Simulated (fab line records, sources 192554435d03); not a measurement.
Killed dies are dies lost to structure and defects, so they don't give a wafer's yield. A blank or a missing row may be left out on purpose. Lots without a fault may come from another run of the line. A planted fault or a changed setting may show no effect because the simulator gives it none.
Chamber matching | flow n5_finfet | N5_BEOL_M0_STRIP_140 on rie_diel-06: 4 sister chambers
The step strips in CF4. 14 wafers are shown with their chamber, then 7 later ones without.

WAFERS WITH THEIR CHAMBER
wafer  | chamber | showerhead_plenum_p_Torr (Torr) | throttle_valve_pct (%) | oes_product_au (a.u.)
L076.2 | 1       | 1.70                            | 13.90                  | 0.70
L076.5 | 1       | 1.70                            | 13.91                  | 0.70
L076.6 | 2       | 1.82                            | 13.22                  | 0.90
L081.2 | 1       | 1.70                            | 13.94                  | 0.69
L081.4 | 0       | 1.73                            | 14.01                  | 0.73
L081.5 | 1       | 1.70                            | 13.95                  | 0.69
L083.2 | 0       | 1.73                            | 14.02                  | 0.73
L083.5 | 2       | 1.81                            | 13.27                  | 0.87
L083.6 | 1       | 1.70                            | 13.94                  | 0.69
L084.3 | 3       | 1.79                            | 13.40                  | 0.75
L084.4 | 2       | 1.81                            | 13.28                  | 0.87
L084.5 | 2       | 1.81                            | 13.29                  | 0.87
L092.2 | 3       | 1.78                            | 13.44                  | 0.74
L092.3 | 2       | 1.81                            | 13.32                  | 0.84

SIGNATURES (means of the wafers above)
reading                  | chamber 0 | chamber 1 | chamber 2 | chamber 3 | scatter within a chamber
showerhead_plenum_p_Torr | 1.7300    | 1.7000    | 1.8120    | 1.7850    | 0.00361
throttle_valve_pct       | 14.0150   | 13.9280   | 13.2760   | 13.4200   | 0.0284
oes_product_au           | 0.7300    | 0.6940    | 0.8700    | 0.7450    | 0.014
Rule: a wafer's distance from a chamber is the root of the sum, over the readings, of the square of ((its reading less the chamber's mean) divided by the reading's scatter). The wafer belongs to the nearest chamber; if the next one is less than 2 further off, it can't be placed. The scatter: the root of (the sum of the squares of (reading less its chamber's mean) over the shown wafers, divided by (wafers less chambers)).

WAFERS WITHOUT THEIR CHAMBER
wafer  | showerhead_plenum_p_Torr (Torr) | throttle_valve_pct (%) | oes_product_au (a.u.)
L092.4 | 1.90                            | 13.38                  | 0.93
L096.1 | 1.78                            | 13.48                  | 0.73
L096.4 | 1.90                            | 13.44                  | 0.90
L096.6 | 1.78                            | 13.48                  | 0.75
L097.4 | 1.90                            | 13.44                  | 0.91
L097.5 | 1.78                            | 13.46                  | 0.74
L097.6 | 1.72                            | 14.09                  | 0.70

WHICH CHAMBER EACH WENT THROUGH
wafer  | from the rows above | in truth
L092.4 | 2                   | 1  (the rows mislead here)
L096.1 | 3                   | 3
L096.4 | 2                   | 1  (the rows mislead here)
L096.6 | 3                   | 3
L097.4 | 2                   | 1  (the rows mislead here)
L097.5 | 3                   | 3
L097.6 | 0                   | 0
Placed correctly: 4 of 7. Can't be placed from these rows: 0. Placed wrongly: 3.
